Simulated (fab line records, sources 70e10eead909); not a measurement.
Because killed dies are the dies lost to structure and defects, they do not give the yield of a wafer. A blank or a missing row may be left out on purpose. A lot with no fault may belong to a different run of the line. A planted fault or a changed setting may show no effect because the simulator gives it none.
A lot that was struck, set against a sound lot / flow nand_harc / 40 steps out of a route of 1159
Sound: the wafers L715.2, L715.4, L715.5. Struck: wafer L710.3. (L710.2 of the same lot was not struck and is left out.) The cause comes at the end.
At each step with rows: each side's tool, then ch and its chambers, then its first start. Under that, the readings that differ: sound wafers / struck wafers / difference of the means / sigmas: that difference in standard deviations of wafers without a fault.
alike: readings whose means differ by less than 2 such deviations, and words and numbers that are the same on both sides. not compared: withheld readings, readings that some wafer has no value for, bounds like >300 that may hide the same value, and numbers for which the record gives no deviation and whose values overlap.
The two part at a step that has a row with sigmas, a row that says differs or no value, or rows on one side only. Non-overlapping numbers with no deviation appear without sigmas and do not part them. A reading missing from all wafers of one side parts the sides only when that side holds two or more wafers.

first, 2 steps without rows for these wafers: NHARC_A_STAIRCASE_SRD_154; NHARC_A_STAIRCASE_ETCH_403 (etches SiO2 in dHF, target depth 108.2 nm).
NHARC_A_STAIRCASE_ETCHBACK_422: etches the open film in CH3F/O2, target depth 40 nm, time 74.286 s.
  sound on rie_diel-10 ch 0,1, day 17 11:52; struck on rie_diel-06 ch 1, day 16 11:58
  alike: drypump_motor_current_A, o2_flow_sccm, oes_product_au, rf_vpp_V, showerhead_plenum_p_Torr, throttle_valve_pct
  not compared: rf_hours_counter_h
then, 1 step without rows for these wafers: NHARC_A_STAIRCASE_ETCH_423 (etches SiO2 in dHF, target depth 30 nm).
NHARC_A_STAIRCASE_ETCHBACK_157: etches the open film in CH3F/O2, target depth 90 nm, time 167.14 s.
  sound on rie_diel-02 ch 0,1,2, day 17 12:15; struck on rie_diel-10 ch 2, day 16 12:19
reading=drypump_motor_current_A (A); sound=5.4 5.2 6.1; struck=6.4; difference=+0.8; sigmas=+2
reading=throttle_valve_pct (%); sound=20.668 20.684 20.664; struck=20.647; difference=-0.025; sigmas=-3
  alike: o2_flow_sccm, oes_product_au, rf_vpp_V, showerhead_plenum_p_Torr
  not compared: rf_hours_counter_h
then, 4 steps without rows for these wafers: NHARC_A_STAIRCASE_STRIP_475 (strips in O2, time 20 s); NHARC_A_STAIRCASE_DEP_471 (deposits SiO2, target thk 100 nm); NHARC_A_STAIRCASE_CMP_472 (polishes SiO2); NHARC_A_STAIRCASE_SRD_474.
NHARC_A_STAIRCASE_INSPECT_155:
  sound on defect_inspect-02 at day 17 13:07; struck on defect_inspect-02 at day 16 13:16
  alike: raw_defect_count
NHARC_A_SGD_CUT_DEP_00: deposits SiNx, target thk 50 nm.
  sound on pecvd-04 ch 0,1,2, day 17 13:13; struck on pecvd-02 ch 1, day 16 13:20
  alike: heater_power_w
then, 10 steps without rows for these wafers: NHARC_A_SGD_CUT_DEHYDRATE_01 (time 120 s); NHARC_A_SGD_CUT_HMDS_02 (time 30 s); NHARC_A_SGD_CUT_COAT_56 (time 75 s); NHARC_A_SGD_CUT_COAT_57 (time 65 s); NHARC_A_SGD_CUT_COAT_03 (resist thk 90 nm); NHARC_A_SGD_CUT_SOFTBAKE_04 (time 55 s); NHARC_A_SGD_CUT_EBR_05; NHARC_A_SGD_CUT_EXPOSE_06 (exposes mask SGD); NHARC_A_SGD_CUT_PEB_07 (peb time 65 s); NHARC_A_SGD_CUT_DEVELOP_08 (develop time 35 s).
NHARC_A_SGD_CUT_CD_MEAS_09 targets a cd of 100 nm.
  sound on cd_sem-02 ch 0, day 17 13:56; struck on cd_sem-01 ch 0, day 16 14:04
  alike: cd_nm
NHARC_A_SGD_CUT_OVL_MEAS_10:
  sound on overlay-01 at day 17 14:02; struck on overlay-02 at day 16 14:09
  alike: overlay_x_nm, overlay_y_nm
NHARC_A_SGD_CUT_INSPECT_11:
  sound on defect_inspect-02 at day 17 14:04; struck on defect_inspect-02 at day 16 14:11
  alike: raw_defect_count
NHARC_A_SGD_CUT_DESCUM_14: chemistry O2, time 3 s.
  sound on rie_diel-04 ch 0,1,3, day 17 14:08; struck on rie_diel-04 ch 3, day 16 14:15
  alike: drypump_motor_current_A, o2_flow_sccm, oes_product_au, rf_vpp_V, showerhead_plenum_p_Torr, throttle_valve_pct
  not compared: rf_hours_counter_h
then, 1 step without rows for these wafers: NHARC_A_SGD_CUT_ETCH_58 (etches the open film in CF4, target depth 39 nm, time 65 s).
NHARC_A_SGD_CUT_ETCH_59: etches the open film in N2/H2, target depth 260 nm, time 406.25 s.
  sound: rie_diel-04 ch 1,2,3; struck: rie_diel-04 ch 2
  alike: drypump_motor_current_A, oes_product_au, rf_vpp_V, showerhead_plenum_p_Torr, throttle_valve_pct
  not compared: rf_hours_counter_h
then, 8 steps without rows for these wafers: NHARC_A_SGD_CUT_ETCH_15 (etches the open film in CH3F/O2, target depth 75 nm, time 64.3 s); NHARC_A_SGD_CUT_ETCH_16 (etches the open film in C4F8/O2/Ar, target depth 310.5 nm, time 155.2 s); NHARC_A_SGD_CUT_STRIP_60 (strips in C4F8/O2/Ar); NHARC_A_SGD_CUT_STRIP_17 (strips in O2); NHARC_A_SGD_CUT_PRECLEAN_18 (cleans in SC1); NHARC_A_SGD_CUT_SRD_19; NHARC_A_SGD_CUT_DEP_20 (deposits SiO2, target thk 150 nm); NHARC_A_SGD_CUT_ANNEAL_27 (time 1800 s).
NHARC_A_SGD_CUT_CMP_21: polishes, target thk 148.19 nm.
  sound on cmp-02 ch 1,2,3, day 17 19:49; struck on cmp-03 ch 2, day 16 20:33
  alike: motor_current_A, time_to_endpoint_s
then, 3 steps without rows for these wafers: NHARC_A_SGD_CUT_SRD_23; NHARC_A_SGD_CUT_ETCH_26 (etches SiO2 in dHF, target depth 45.8 nm); NHARC_A_SGD_CUT_ETCHBACK_24 (etches the open film in CH3F/O2, target depth 50 nm, time 92.857 s).
-- break in the record here, with 6 days between the starts of the struck wafers on either side (left off in module A_SGD_CUT, picked up again in module END, where the first step shown is number 1159 on the route) --
NHARC_END_SORT_01:
  sound on prober-01 ch 0, day 24 02:13; struck on prober-02 ch 0, day 22 13:02
reading=killed_at_array; sound=44 47 50; struck=671; difference=+624; sigmas=+62
reading=killed_dies; sound=48 51 57; struck=677; difference=+625; sigmas=+62
  alike: killed_at_other, killed_at_periphery, killed_open, killed_short

== WHERE THEY PART ==
Last at NHARC_END_SORT_01 as far as this record goes, first at NHARC_A_STAIRCASE_ETCHBACK_157.

WHY: whatever the simulator had introduced
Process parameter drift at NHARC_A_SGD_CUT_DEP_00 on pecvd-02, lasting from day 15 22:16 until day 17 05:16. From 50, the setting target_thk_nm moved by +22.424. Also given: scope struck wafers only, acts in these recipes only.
